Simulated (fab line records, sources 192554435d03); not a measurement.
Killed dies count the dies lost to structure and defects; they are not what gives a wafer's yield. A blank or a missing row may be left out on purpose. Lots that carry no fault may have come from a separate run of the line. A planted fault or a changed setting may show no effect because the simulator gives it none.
fab line records :: flow n5Finfet
record:
  lots: 13
  wafers: 38
  lastDay: 20
route steps=1938 shown SD_EPI_P@310 SD_ACTIVATION@331
lots that met no fault: from a run of the same line without faults
startH: the number of hours between the record's first day and the start of the first shown wafer of the lot :: waitH: hours from the lot's prior step to this one :: " the same as in the row above :: L1.1+2: a row that stands for several wafers :: - value missing, or start not given :: * or withheld: withheld :: < > ~ a bound
route shown NAME@n: names a module that has steps shown in the file, with the first one's number in the route :: usual: mean/standard deviation taken from wafers without a fault :: same: alike in all rows :: chamber/n: place in a boat :: sites: readings site by site :: _std_site: the standard deviation of these :: _edge_site: inner sites' mean taken away from outer sites' mean :: radiusMm: how far each site lies from the wafer's centre :: mask NAME#n: copy n :: behind: the last tool/chamber to shape the wafer :: hold: reason for holding the lot/hours on hold/outcome of the hold :: device: the transistor (n, p or np) that didn't switch :: end of line: at the end of the route, the tests of the same wafers :: where a step has no rows: the recipe by itself :: killed: dies lost to structure and defects at the first sort, not the wafer's yield :: map: per-die view of a wafer (x killed, . not killed, _ where there is no die)
set.NAME: the setting that was run; set.NAME@STEP: the one run at that earlier step :: model.NAME: the simulator's own value behind a step, which no gauge read
a sample of lots followed through the steps of the route, with each step as a table and each wafer as a row
services: the hour from which a tool's chamber was out of use, counted from the record's first day as startH (under 0 if before that day), plus the number of hours and why
== steps ==
step: N5_SD_EPI_P_ETCHBACK_46
recipe:
  chemistry: CH3F/O2
  mode: anisotropicEtchback
  target: SiNx
  targetDepthA: 175
  stopOn: SiO2
  overEtchFrac: 0.3
  ionEnergyEv: 120
  pressureMtorr: 30
  sourceW: 395
  biasW: 73
  Ar_flow_sccm: 150
  CH3F_flow_sccm: 30
  O2_flow_sccm: 20
usual:
  drypumpMotorCurrentA: 5.6/0.39
  oesProductAu: 0.68/0.062
  rfVppV: 297/7
  showerheadPlenumPTorr: 2.01/0.075
  throttleValvePct: 16.34/0.18
lot.wafer: L221.2
tool: rieDiel-06
chamber: 1
startH: 54.96
waitH: 0.0
drypumpMotorCurrentA: 5.4
oesProductAu: 0.78
rfHoursCounterH: 26
rfVppV: 311
showerheadPlenumPTorr: 2.06
throttleValvePct: 16.40

lot.wafer: L221.3
tool: rieDiel-06
chamber: 2
startH: 54.96
waitH: 0.0
drypumpMotorCurrentA: 5.9
oesProductAu: 0.73
rfHoursCounterH: 67
rfVppV: 287
showerheadPlenumPTorr: 1.86
throttleValvePct: 16.23

lot.wafer: L221.5
tool: rieDiel-06
chamber: 1
startH: 54.96
waitH: 0.0
drypumpMotorCurrentA: 5.4
oesProductAu: 0.77
rfHoursCounterH: -
rfVppV: 312
showerheadPlenumPTorr: 2.06
throttleValvePct: 16.39

lot.wafer: L223.4
tool: rieDiel-03
chamber: 1
startH: 71.16
waitH: 0.0
drypumpMotorCurrentA: 6.4
oesProductAu: 0.68
rfHoursCounterH: 126
rfVppV: 302
showerheadPlenumPTorr: 2.01
throttleValvePct: 16.33

lot.wafer: L223.5
tool: rieDiel-03
chamber: 2
startH: 71.16
waitH: 0.0
drypumpMotorCurrentA: 5.4
oesProductAu: 0.61
rfHoursCounterH: -
rfVppV: 300
showerheadPlenumPTorr: 2.08
throttleValvePct: 16.45

lot.wafer: L224.1
tool: rieDiel-02
chamber: 1
startH: 77.37
waitH: 0.0
drypumpMotorCurrentA: 5.4
oesProductAu: 0.76
rfHoursCounterH: 33
rfVppV: 303
showerheadPlenumPTorr: 2.12
throttleValvePct: 16.04

lot.wafer: L224.4
tool: rieDiel-02
chamber: 3
startH: 77.37
waitH: 0.0
drypumpMotorCurrentA: 5.7
oesProductAu: 0.65
rfHoursCounterH: 167
rfVppV: 293
showerheadPlenumPTorr: 1.90
throttleValvePct: 16.41

lot.wafer: L224.5
tool: rieDiel-02
chamber: 3
startH: 77.37
waitH: 0.0
drypumpMotorCurrentA: 5.7
oesProductAu: 0.65
rfHoursCounterH: -
rfVppV: 293
showerheadPlenumPTorr: 1.90
throttleValvePct: 16.39

lot.wafer: L225.1
tool: rieDiel-03
chamber: 3
startH: 77.96
waitH: 0.0
drypumpMotorCurrentA: 4.9
oesProductAu: 0.66
rfHoursCounterH: 147
rfVppV: 299
showerheadPlenumPTorr: 2.08
throttleValvePct: 16.58

lot.wafer: L225.3
tool: rieDiel-03
chamber: 0
startH: 77.96
waitH: 0.0
drypumpMotorCurrentA: 6.0
oesProductAu: 0.82
rfHoursCounterH: 4
rfVppV: 304
showerheadPlenumPTorr: 2.04
throttleValvePct: 16.10

lot.wafer: L225.6
tool: rieDiel-03
chamber: 2
startH: 77.96
waitH: 0.0
drypumpMotorCurrentA: 5.4
oesProductAu: 0.61
rfHoursCounterH: -
rfVppV: 299
showerheadPlenumPTorr: 2.08
throttleValvePct: 16.45

lot.wafer: L226.1
tool: rieDiel-03
chamber: 2
startH: 85.35
waitH: 0.0
drypumpMotorCurrentA: 5.4
oesProductAu: 0.61
rfHoursCounterH: 190
rfVppV: 299
showerheadPlenumPTorr: 2.08
throttleValvePct: 16.48

lot.wafer: L226.4
tool: rieDiel-03
chamber: 0
startH: 85.35
waitH: 0.0
drypumpMotorCurrentA: 6.0
oesProductAu: 0.81
rfHoursCounterH: 6
rfVppV: 305
showerheadPlenumPTorr: 2.04
throttleValvePct: 16.10

lot.wafer: L226.6
tool: rieDiel-03
chamber: 1
startH: 85.35
waitH: 0.0
drypumpMotorCurrentA: 6.5
oesProductAu: 0.68
rfHoursCounterH: -
rfVppV: 301
showerheadPlenumPTorr: 2.01
throttleValvePct: 16.35

lot.wafer: L227.1
tool: rieDiel-02
chamber: 1
startH: 91.73
waitH: 0.0
drypumpMotorCurrentA: 5.4
oesProductAu: 0.76
rfHoursCounterH: 36
rfVppV: 302
showerheadPlenumPTorr: 2.12
throttleValvePct: 16.03

lot.wafer: L227.3
tool: rieDiel-02
chamber: 0
startH: 91.73
waitH: 0.0
drypumpMotorCurrentA: 5.5
oesProductAu: 0.71
rfHoursCounterH: 79
rfVppV: 287
showerheadPlenumPTorr: 1.94
throttleValvePct: 16.15

lot.wafer: L227.6
tool: rieDiel-02
chamber: 2
startH: 91.73
waitH: 0.0
drypumpMotorCurrentA: 5.5
oesProductAu: 0.65
rfHoursCounterH: -
rfVppV: 287
showerheadPlenumPTorr: 2.01
throttleValvePct: 16.35

lot.wafer: L228.2
tool: rieDiel-06
chamber: 3
startH: 97.23
waitH: 0.0
drypumpMotorCurrentA: 5.8
oesProductAu: 0.61
rfHoursCounterH: 176
rfVppV: 293
showerheadPlenumPTorr: 2.00
throttleValvePct: 16.55

lot.wafer: L228.3
tool: rieDiel-06
chamber: 1
startH: 97.23
waitH: 0.0
drypumpMotorCurrentA: 5.4
oesProductAu: 0.75
rfHoursCounterH: 40
rfVppV: 313
showerheadPlenumPTorr: 2.06
throttleValvePct: 16.41

lot.wafer: L228.4
tool: rieDiel-06
chamber: 2
startH: 97.23
waitH: 0.0
drypumpMotorCurrentA: 5.9
oesProductAu: 0.71
rfHoursCounterH: -
rfVppV: 287
showerheadPlenumPTorr: 1.86
throttleValvePct: 16.27

lot.wafer: L229.2
tool: rieDiel-03
chamber: 2
startH: 102.05
waitH: 0.0
drypumpMotorCurrentA: 5.4
oesProductAu: 0.61
rfHoursCounterH: 195
rfVppV: 299
showerheadPlenumPTorr: 2.07
throttleValvePct: 16.47

lot.wafer: L229.4
tool: rieDiel-03
chamber: 1
startH: 102.05
waitH: 0.0
drypumpMotorCurrentA: 6.5
oesProductAu: 0.67
rfHoursCounterH: 135
rfVppV: 301
showerheadPlenumPTorr: 2.01
throttleValvePct: 16.36

lot.wafer: L229.5
tool: rieDiel-03
chamber: 1
startH: 102.05
waitH: 0.0
drypumpMotorCurrentA: 6.5
oesProductAu: 0.68
rfHoursCounterH: -
rfVppV: 302
showerheadPlenumPTorr: 2.01
throttleValvePct: 16.35

lot.wafer: L231.1
tool: rieDiel-03
chamber: 0
startH: 114.95
waitH: 0.0
drypumpMotorCurrentA: 6.0
oesProductAu: 0.79
rfHoursCounterH: 15
rfVppV: 304
showerheadPlenumPTorr: 2.04
throttleValvePct: 16.13

lot.wafer: L231.4
tool: rieDiel-03
chamber: 3
startH: 114.95
waitH: 0.0
drypumpMotorCurrentA: 4.9
oesProductAu: 0.65
rfHoursCounterH: -
rfVppV: 297
showerheadPlenumPTorr: 2.08
throttleValvePct: 16.59

lot.wafer: L231.6
tool: rieDiel-03
chamber: 0
startH: 114.95
waitH: 0.0
drypumpMotorCurrentA: 6.0
oesProductAu: 0.78
rfHoursCounterH: -
rfVppV: 306
showerheadPlenumPTorr: 2.04
throttleValvePct: 16.13

lot.wafer: L232.1
tool: rieDiel-06
chamber: 2
startH: 120.71
waitH: 0.0
drypumpMotorCurrentA: 5.9
oesProductAu: 0.69
rfHoursCounterH: 89
rfVppV: 287
showerheadPlenumPTorr: 1.85
throttleValvePct: 16.27

lot.wafer: L232.2
tool: rieDiel-06
chamber: 0
startH: 120.71
waitH: 0.0
drypumpMotorCurrentA: 5.5
oesProductAu: 0.85
rfHoursCounterH: 2
rfVppV: 291
showerheadPlenumPTorr: 1.97
throttleValvePct: 15.96

lot.wafer: L232.4
tool: rieDiel-06
chamber: 3
startH: 120.71
waitH: 0.0
drypumpMotorCurrentA: 5.8
oesProductAu: 0.61
rfHoursCounterH: 184
rfVppV: 294
showerheadPlenumPTorr: 1.99
throttleValvePct: 16.54

lot.wafer: L236.1
tool: rieDiel-03
chamber: 3
startH: 144.68
waitH: 0.0
drypumpMotorCurrentA: 4.9
oesProductAu: 0.64
rfHoursCounterH: 166
rfVppV: 299
showerheadPlenumPTorr: 2.07
throttleValvePct: 16.62

lot.wafer: L236.2
tool: rieDiel-03
chamber: 1
startH: 144.68
waitH: 0.0
drypumpMotorCurrentA: 6.5
oesProductAu: 0.67
rfHoursCounterH: 143
rfVppV: 300
showerheadPlenumPTorr: 2.01
throttleValvePct: 16.35

lot.wafer: L236.6
tool: rieDiel-03
chamber: 2
startH: 144.68
waitH: 0.0
drypumpMotorCurrentA: 5.4
oesProductAu: 0.60
rfHoursCounterH: -
rfVppV: 299
showerheadPlenumPTorr: 2.07
throttleValvePct: 16.50

lot.wafer: L238.1
tool: rieDiel-02
chamber: 2
startH: 158.00
waitH: 0.0
drypumpMotorCurrentA: 5.5
oesProductAu: 0.64
rfHoursCounterH: 173
rfVppV: 287
showerheadPlenumPTorr: 2.00
throttleValvePct: 16.40

lot.wafer: L238.4
tool: rieDiel-02
chamber: 0
startH: 158.00
waitH: 0.0
drypumpMotorCurrentA: 5.5
oesProductAu: 0.70
rfHoursCounterH: 93
rfVppV: 288
showerheadPlenumPTorr: 1.94
throttleValvePct: 16.17

lot.wafer: L238.5
tool: rieDiel-02
chamber: 3
startH: 158.00
waitH: 0.0
drypumpMotorCurrentA: 5.7
oesProductAu: 0.64
rfHoursCounterH: -
rfVppV: 292
showerheadPlenumPTorr: 1.89
throttleValvePct: 16.43

lot.wafer: L243.2
tool: rieDiel-03
chamber: 3
startH: 190.24
waitH: 0.0
drypumpMotorCurrentA: 4.9
oesProductAu: 0.64
rfHoursCounterH: 178
rfVppV: 298
showerheadPlenumPTorr: 2.07
throttleValvePct: 16.64

lot.wafer: L243.3
tool: rieDiel-03
chamber: 1
startH: 190.24
waitH: 0.0
drypumpMotorCurrentA: 6.4
oesProductAu: 0.66
rfHoursCounterH: 155
rfVppV: 301
showerheadPlenumPTorr: 2.00
throttleValvePct: 16.39

lot.wafer: L243.4
tool: rieDiel-03
chamber: 0
startH: 190.24
waitH: 0.0
drypumpMotorCurrentA: 6.0
oesProductAu: 0.76
rfHoursCounterH: 36
rfVppV: 305
showerheadPlenumPTorr: 2.03
throttleValvePct: 16.16
step: N5_SD_EPI_P_SD_RECESS_17
recipe:
  chemistry: HBr/Cl2/O2
  targetDepthA: 391
  btTimeS: 3
  pressureMtorr: 10
  icpW: 800
  biasW: 112
  HBr_flow_sccm: 150
  Cl2_flow_sccm: 80
  O2_flow_sccm: 12
usual:
  HBr_flow_sccm: 150.0/0.42
  drypumpMotorCurrentA: 5.7/0.39
  oesProductAu: 0.991/0.018
  throttleValvePct: 37.0/0.31
lot.wafer: L221.2
tool: rieSi-03
chamber: 2
startH: 55.23
waitH: 0.0
HBr_flow_sccm: 149.6
drypumpMotorCurrentA: 5.6
oesProductAu: 0.987
rfHoursCounterH: 81
throttleValvePct: 37.3

lot.wafer: L221.3
tool: rieSi-03
chamber: 0
startH: 55.23
waitH: 0.0
HBr_flow_sccm: 150.4
drypumpMotorCurrentA: 5.8
oesProductAu: 1.006
rfHoursCounterH: 1
throttleValvePct: 36.6

lot.wafer: L221.5
tool: rieSi-03
chamber: 1
startH: 55.23
waitH: 0.0
HBr_flow_sccm: 150.2
drypumpMotorCurrentA: 5.9
oesProductAu: 0.969
rfHoursCounterH: -
throttleValvePct: 37.3

lot.wafer: L223.4
tool: rieSi-04
chamber: 0
startH: 71.43
waitH: 0.0
HBr_flow_sccm: 149.6
drypumpMotorCurrentA: 5.6
oesProductAu: 0.975
rfHoursCounterH: 2
throttleValvePct: 36.9

lot.wafer: L223.5
tool: rieSi-04
chamber: 1
startH: 71.43
waitH: 0.0
HBr_flow_sccm: 150.2
drypumpMotorCurrentA: 5.5
oesProductAu: 1.033
rfHoursCounterH: -
throttleValvePct: 36.9

lot.wafer: L224.1
tool: rieSi-05
chamber: 1
startH: 77.64
waitH: 0.0
HBr_flow_sccm: 149.8
drypumpMotorCurrentA: 5.8
oesProductAu: 0.993
rfHoursCounterH: 50
throttleValvePct: 37.3

lot.wafer: L224.4
tool: rieSi-05
chamber: 3
startH: 77.64
waitH: 0.0
HBr_flow_sccm: 150.0
drypumpMotorCurrentA: 5.1
oesProductAu: 0.984
rfHoursCounterH: 7
throttleValvePct: 37.7

lot.wafer: L224.5
tool: rieSi-05
chamber: 0
startH: 77.64
waitH: 0.0
HBr_flow_sccm: 149.8
drypumpMotorCurrentA: 6.3
oesProductAu: 0.993
rfHoursCounterH: -
throttleValvePct: 36.8

lot.wafer: L225.1
tool: rieSi-04
chamber: 2
startH: 78.23
waitH: 0.0
HBr_flow_sccm: 150.5
drypumpMotorCurrentA: 5.9
oesProductAu: 1.006
rfHoursCounterH: 118
throttleValvePct: 37.2

lot.wafer: L225.3
tool: rieSi-04
chamber: 3
startH: 78.23
waitH: 0.0
HBr_flow_sccm: 150.3
drypumpMotorCurrentA: 5.9
oesProductAu: 0.989
rfHoursCounterH: 174
throttleValvePct: 36.8

lot.wafer: L225.6
tool: rieSi-04
chamber: 1
startH: 78.23
waitH: 0.0
HBr_flow_sccm: 149.6
drypumpMotorCurrentA: 5.6
oesProductAu: 1.022
rfHoursCounterH: -
throttleValvePct: 36.8

lot.wafer: L226.1
tool: rieSi-05
chamber: 0
startH: 85.62
waitH: 0.0
HBr_flow_sccm: 150.3
drypumpMotorCurrentA: 6.2
oesProductAu: 0.987
rfHoursCounterH: 8
throttleValvePct: 36.8

lot.wafer: L226.4
tool: rieSi-05
chamber: 1
startH: 85.62
waitH: 0.0
HBr_flow_sccm: 150.7
drypumpMotorCurrentA: 5.9
oesProductAu: 0.977
rfHoursCounterH: 51
throttleValvePct: 37.3

lot.wafer: L226.6
tool: rieSi-05
chamber: 1
startH: 85.62
waitH: 0.0
HBr_flow_sccm: 149.0
drypumpMotorCurrentA: 5.9
oesProductAu: 0.982
rfHoursCounterH: -
throttleValvePct: 37.4

lot.wafer: L227.1
tool: rieSi-05
chamber: 0
startH: 92.01
waitH: 0.0
HBr_flow_sccm: 150.5
drypumpMotorCurrentA: 6.3
oesProductAu: 0.978
rfHoursCounterH: 8
throttleValvePct: 36.8

lot.wafer: L227.3
tool: rieSi-05
chamber: 3
startH: 92.01
waitH: 0.0
HBr_flow_sccm: 150.0
drypumpMotorCurrentA: 5.1
oesProductAu: 0.978
rfHoursCounterH: 8
throttleValvePct: 37.7

lot.wafer: L227.6
tool: rieSi-05
chamber: 1
startH: 92.01
waitH: 0.0
HBr_flow_sccm: 150.1
drypumpMotorCurrentA: 5.9
oesProductAu: 0.992
rfHoursCounterH: -
throttleValvePct: 37.4

lot.wafer: L228.2
tool: rieSi-05
chamber: 2
startH: 97.50
waitH: 0.0
HBr_flow_sccm: 149.2
drypumpMotorCurrentA: 5.1
oesProductAu: 0.982
rfHoursCounterH: 92
throttleValvePct: 36.8

lot.wafer: L228.3
tool: rieSi-05
chamber: 3
startH: 97.50
waitH: 0.0
HBr_flow_sccm: 150.6
drypumpMotorCurrentA: 5.1
oesProductAu: 0.976
rfHoursCounterH: 8
throttleValvePct: 37.7

lot.wafer: L228.4
tool: rieSi-05
chamber: 1
startH: 97.50
waitH: 0.0
HBr_flow_sccm: 150.0
drypumpMotorCurrentA: 5.9
oesProductAu: 0.977
rfHoursCounterH: 51
throttleValvePct: 37.4

lot.wafer: L229.2
tool: rieSi-04
chamber: 2
startH: 102.32
waitH: 0.0
HBr_flow_sccm: 150.1
drypumpMotorCurrentA: 5.9
oesProductAu: 1.006
rfHoursCounterH: 118
throttleValvePct: 37.2

lot.wafer: L229.4
tool: rieSi-04
chamber: 0
startH: 102.32
waitH: 0.0
HBr_flow_sccm: 150.1
drypumpMotorCurrentA: 5.6
oesProductAu: 0.974
rfHoursCounterH: 3
throttleValvePct: 37.0

lot.wafer: L229.5
tool: rieSi-04
chamber: 0
startH: 102.32
waitH: 0.0
HBr_flow_sccm: 149.7
drypumpMotorCurrentA: 5.6
oesProductAu: 0.966
rfHoursCounterH: -
throttleValvePct: 36.9

lot.wafer: L231.1
tool: rieSi-03
chamber: 1
startH: 115.22
waitH: 0.0
HBr_flow_sccm: 150.8
drypumpMotorCurrentA: 5.9
oesProductAu: 0.967
rfHoursCounterH: 152
throttleValvePct: 37.3

lot.wafer: L231.4
tool: rieSi-03
chamber: 0
startH: 115.22
waitH: 0.0
HBr_flow_sccm: 150.0
drypumpMotorCurrentA: 5.8
oesProductAu: 1.021
rfHoursCounterH: 2
throttleValvePct: 36.6

lot.wafer: L231.6
tool: rieSi-03
chamber: 1
startH: 115.22
waitH: 0.0
HBr_flow_sccm: 150.5
drypumpMotorCurrentA: 5.9
oesProductAu: 0.972
rfHoursCounterH: -
throttleValvePct: 37.3

lot.wafer: L232.1
tool: rieSi-04
chamber: 0
startH: 120.98
waitH: 0.0
HBr_flow_sccm: 150.3
drypumpMotorCurrentA: 5.6
oesProductAu: 0.964
rfHoursCounterH: 3
throttleValvePct: 37.0

lot.wafer: L232.2
tool: rieSi-04
chamber: 1
startH: 120.98
waitH: 0.0
HBr_flow_sccm: 150.1
drypumpMotorCurrentA: 5.6
oesProductAu: 1.023
rfHoursCounterH: 140
throttleValvePct: 36.9

lot.wafer: L232.4
tool: rieSi-04
chamber: 2
startH: 120.98
waitH: 0.0
HBr_flow_sccm: 150.1
drypumpMotorCurrentA: 5.9
oesProductAu: 0.996
rfHoursCounterH: 119
throttleValvePct: 37.2

lot.wafer: L236.1
tool: rieSi-04
chamber: 3
startH: 144.95
waitH: 0.0
HBr_flow_sccm: 150.0
drypumpMotorCurrentA: 5.9
oesProductAu: 0.990
rfHoursCounterH: 176
throttleValvePct: 36.8

lot.wafer: L236.2
tool: rieSi-04
chamber: 2
startH: 144.95
waitH: 0.0
HBr_flow_sccm: 150.0
drypumpMotorCurrentA: 5.9
oesProductAu: 0.995
rfHoursCounterH: 119
throttleValvePct: 37.2

lot.wafer: L236.6
tool: rieSi-04
chamber: 0
startH: 144.95
waitH: 0.0
HBr_flow_sccm: 150.2
drypumpMotorCurrentA: 5.6
oesProductAu: 0.973
rfHoursCounterH: -
throttleValvePct: 37.0

lot.wafer: L238.1
tool: rieSi-05
chamber: 0
startH: 158.27
waitH: 0.0
HBr_flow_sccm: 149.9
drypumpMotorCurrentA: 6.2
oesProductAu: 0.995
rfHoursCounterH: 10
throttleValvePct: 36.8

lot.wafer: L238.4
tool: rieSi-05
chamber: 3
startH: 158.27
waitH: 0.0
HBr_flow_sccm: 150.0
drypumpMotorCurrentA: 5.0
oesProductAu: 0.975
rfHoursCounterH: -
throttleValvePct: 37.7

lot.wafer: L238.5
tool: rieSi-05
chamber: 2
startH: 158.27
waitH: 0.0
HBr_flow_sccm: 149.8
drypumpMotorCurrentA: 5.1
oesProductAu: 0.982
rfHoursCounterH: -
throttleValvePct: 36.8

lot.wafer: L243.2
tool: rieSi-05
chamber: 3
startH: 190.51
waitH: 0.0
HBr_flow_sccm: 150.2
drypumpMotorCurrentA: 5.1
oesProductAu: 0.989
rfHoursCounterH: 9
throttleValvePct: 37.7

lot.wafer: L243.3
tool: rieSi-05
chamber: 2
startH: 190.51
waitH: 0.0
HBr_flow_sccm: 150.0
drypumpMotorCurrentA: 5.1
oesProductAu: 0.991
rfHoursCounterH: 93
throttleValvePct: 36.8

lot.wafer: L243.4
tool: rieSi-05
chamber: 0
startH: 190.51
waitH: 0.0
HBr_flow_sccm: 150.4
drypumpMotorCurrentA: 6.2
oesProductAu: 0.989
rfHoursCounterH: 10
throttleValvePct: 36.8
step: N5_SD_ACTIVATION_LSA_01
recipe:
  tempC: 1080
  timeS: 0.0008
  ambient: N2
usual:
  wafer_temp_C_max: 1085.7/1.2
lot.wafer: L221.2
tool: laserAnneal-02
chamber: 0
startH: 58.54
waitH: 0.2
wafer_temp_C_max: 1084.5

lot.wafer: L221.3
tool: laserAnneal-02
chamber: 0
startH: 58.54
waitH: 0.2
wafer_temp_C_max: 1084.7

lot.wafer: L221.5
tool: laserAnneal-02
chamber: 0
startH: 58.54
waitH: 0.2
wafer_temp_C_max: 1083.5

lot.wafer: L223.4
tool: laserAnneal-02
chamber: 0
startH: 74.78
waitH: 0.2
wafer_temp_C_max: 1085.7

lot.wafer: L223.5
tool: laserAnneal-02
chamber: 0
startH: 74.78
waitH: 0.2
wafer_temp_C_max: 1083.6

lot.wafer: L224.1
tool: laserAnneal-01
chamber: 0
startH: 80.90
waitH: 0.2
wafer_temp_C_max: 1087.2

lot.wafer: L224.4
tool: laserAnneal-01
chamber: 0
startH: 80.90
waitH: 0.2
wafer_temp_C_max: 1087.0

lot.wafer: L224.5
tool: laserAnneal-01
chamber: 0
startH: 80.90
waitH: 0.2
wafer_temp_C_max: 1086.8

lot.wafer: L225.1
tool: laserAnneal-02
chamber: 0
startH: 81.50
waitH: 0.2
wafer_temp_C_max: 1084.2

lot.wafer: L225.3
tool: laserAnneal-02
chamber: 0
startH: 81.50
waitH: 0.2
wafer_temp_C_max: 1086.5

lot.wafer: L225.6
tool: laserAnneal-02
chamber: 0
startH: 81.50
waitH: 0.2
wafer_temp_C_max: 1085.3

lot.wafer: L226.1
tool: laserAnneal-01
chamber: 0
startH: 88.89
waitH: 0.2
wafer_temp_C_max: 1084.0

lot.wafer: L226.4
tool: laserAnneal-01
chamber: 0
startH: 88.89
waitH: 0.2
wafer_temp_C_max: 1087.2

lot.wafer: L226.6
tool: laserAnneal-01
chamber: 0
startH: 88.89
waitH: 0.2
wafer_temp_C_max: 1086.2

lot.wafer: L227.1
tool: laserAnneal-01
chamber: 0
startH: 95.26
waitH: 0.2
wafer_temp_C_max: 1086.3

lot.wafer: L227.3
tool: laserAnneal-01
chamber: 0
startH: 95.26
waitH: 0.2
wafer_temp_C_max: 1086.6

lot.wafer: L227.6
tool: laserAnneal-01
chamber: 0
startH: 95.26
waitH: 0.2
wafer_temp_C_max: 1087.8

lot.wafer: L228.2
tool: laserAnneal-01
chamber: 0
startH: 100.79
waitH: 0.2
wafer_temp_C_max: 1083.9

lot.wafer: L228.3
tool: laserAnneal-01
chamber: 0
startH: 100.79
waitH: 0.2
wafer_temp_C_max: 1085.3

lot.wafer: L228.4
tool: laserAnneal-01
chamber: 0
startH: 100.79
waitH: 0.2
wafer_temp_C_max: 1086.4

lot.wafer: L229.2
tool: laserAnneal-01
chamber: 0
startH: 105.79
waitH: 0.3
wafer_temp_C_max: 1087.4

lot.wafer: L229.4
tool: laserAnneal-01
chamber: 0
startH: 105.79
waitH: 0.3
wafer_temp_C_max: 1088.6

lot.wafer: L229.5
tool: laserAnneal-01
chamber: 0
startH: 105.79
waitH: 0.3
wafer_temp_C_max: 1085.1

lot.wafer: L231.1
tool: laserAnneal-01
chamber: 0
startH: 118.51
waitH: 0.2
wafer_temp_C_max: 1088.2

lot.wafer: L231.4
tool: laserAnneal-01
chamber: 0
startH: 118.51
waitH: 0.2
wafer_temp_C_max: 1085.3

lot.wafer: L231.6
tool: laserAnneal-01
chamber: 0
startH: 118.51
waitH: 0.2
wafer_temp_C_max: 1085.7

lot.wafer: L232.1
tool: laserAnneal-02
chamber: 0
startH: 124.24
waitH: 0.2
wafer_temp_C_max: 1085.1

lot.wafer: L232.2
tool: laserAnneal-02
chamber: 0
startH: 124.24
waitH: 0.2
wafer_temp_C_max: 1083.5

lot.wafer: L232.4
tool: laserAnneal-02
chamber: 0
startH: 124.24
waitH: 0.2
wafer_temp_C_max: 1083.7

lot.wafer: L236.1
tool: laserAnneal-02
chamber: 0
startH: 148.27
waitH: 0.2
wafer_temp_C_max: 1123.7

lot.wafer: L236.2
tool: laserAnneal-02
chamber: 0
startH: 148.27
waitH: 0.2
wafer_temp_C_max: 1123.6

lot.wafer: L236.6
tool: laserAnneal-02
chamber: 0
startH: 148.27
waitH: 0.2
wafer_temp_C_max: 1122.6

lot.wafer: L238.1
tool: laserAnneal-02
chamber: 0
startH: 161.54
waitH: 0.2
wafer_temp_C_max: 1124.2

lot.wafer: L238.4
tool: laserAnneal-02
chamber: 0
startH: 161.54
waitH: 0.2
wafer_temp_C_max: 1124.1

lot.wafer: L238.5
tool: laserAnneal-02
chamber: 0
startH: 161.54
waitH: 0.2
wafer_temp_C_max: 1124.8

lot.wafer: L243.2
tool: laserAnneal-01
chamber: 0
startH: 193.80
waitH: 0.2
wafer_temp_C_max: 1086.0

lot.wafer: L243.3
tool: laserAnneal-01
chamber: 0
startH: 193.80
waitH: 0.2
wafer_temp_C_max: 1084.1

lot.wafer: L243.4
tool: laserAnneal-01
chamber: 0
startH: 193.80
waitH: 0.2
wafer_temp_C_max: 1085.9
== services ==
tool: rieDiel-03
chamber: 0
startH: 40.63
hours: -
kind: clean

tool: rieDiel-03
chamber: 0
startH: 40.63
hours: -
kind: consumableReplace:focusRing

tool: rieDiel-03
chamber: 0
startH: 40.63
hours: 23.0
kind: scheduledDown

tool: rieDiel-03
chamber: 0
startH: 40.63
hours: 23.0
kind: ventCycle

tool: laserAnneal-02
chamber: -
startH: 45.69
hours: 2.6
kind: pm

tool: rieDiel-06
chamber: -
startH: 46.09
hours: 0.8
kind: repair

tool: laserAnneal-01
chamber: -
startH: 76.08
hours: 3.1
kind: pm

tool: laserAnneal-02
chamber: -
startH: 90.52
hours: 20.1
kind: pm

tool: rieSi-05
chamber: -
startH: 90.61
hours: 0.2
kind: repair

tool: rieDiel-06
chamber: 0
startH: 92.05
hours: -
kind: clean

tool: rieDiel-06
chamber: 0
startH: 92.05
hours: -
kind: consumableReplace:focusRing

tool: rieDiel-06
chamber: 0
startH: 92.05
hours: 18.9
kind: scheduledDown

tool: rieDiel-06
chamber: 0
startH: 92.05
hours: 18.9
kind: ventCycle

tool: rieDiel-02
chamber: 2
startH: 105.66
hours: 4.1
kind: repair

tool: rieDiel-02
chamber: 0
startH: 109.46
hours: 16.2
kind: repair

tool: rieDiel-02
chamber: 3
startH: 114.40
hours: 6.5
kind: repair

tool: rieDiel-03
chamber: 1
startH: 114.46
hours: 10.7
kind: repair

tool: rieSi-05
chamber: -
startH: 114.55
hours: 0.3
kind: repair

tool: rieSi-05
chamber: 3
startH: 124.57
hours: 9.0
kind: repair

tool: rieDiel-03
chamber: 3
startH: 139.89
hours: 3.5
kind: repair

tool: rieSi-03
chamber: -
startH: 143.02
hours: 2.8
kind: pm

tool: rieSi-05
chamber: 1
startH: 157.05
hours: 4.5
kind: repair

tool: rieDiel-02
chamber: 2
startH: 162.48
hours: 6.6
kind: repair

tool: rieDiel-06
chamber: 3
startH: 163.11
hours: 4.1
kind: repair
== key ==
firstSign:
  step: N5_SD_ACTIVATION_LSA_01
  reading: wafer_temp_C_max
  direction: up
  sigmas: 33
  usual: *
  struck: *
effect none on later readings
metAt N5_SD_ACTIVATION_LSA_01
struckLots L236,L238
testerLeftOut L236,L238
baselineLoss:
  step: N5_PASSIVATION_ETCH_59
  wafers: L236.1
notActingAt N5_SD_EPI_P_ETCHBACK_46,N5_SD_EPI_P_SD_RECESS_17
onsetBetween 124.24 148.27
fault:
  kind: processParameterDrift
  tool: laserAnneal-02
  chamber: -
  onsetH: 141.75
  steps: N5_SD_ACTIVATION_LSA_01
  channel: tempC
  offset: *
  shape: step
  endH: 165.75
  stated: *
testerLeftOut: of these lots the tester's yield and bins aren't shown, on N5 and GAA mostly nor the transistor test; their killed dies are dies lost to structure and defects alone, not to doping, threshold or leakage, so they don't give the yield
baselineLoss: these wafers lose ten dies or more at that step, a loss of the line's own and not of a fault; the sort's usual values leave them out
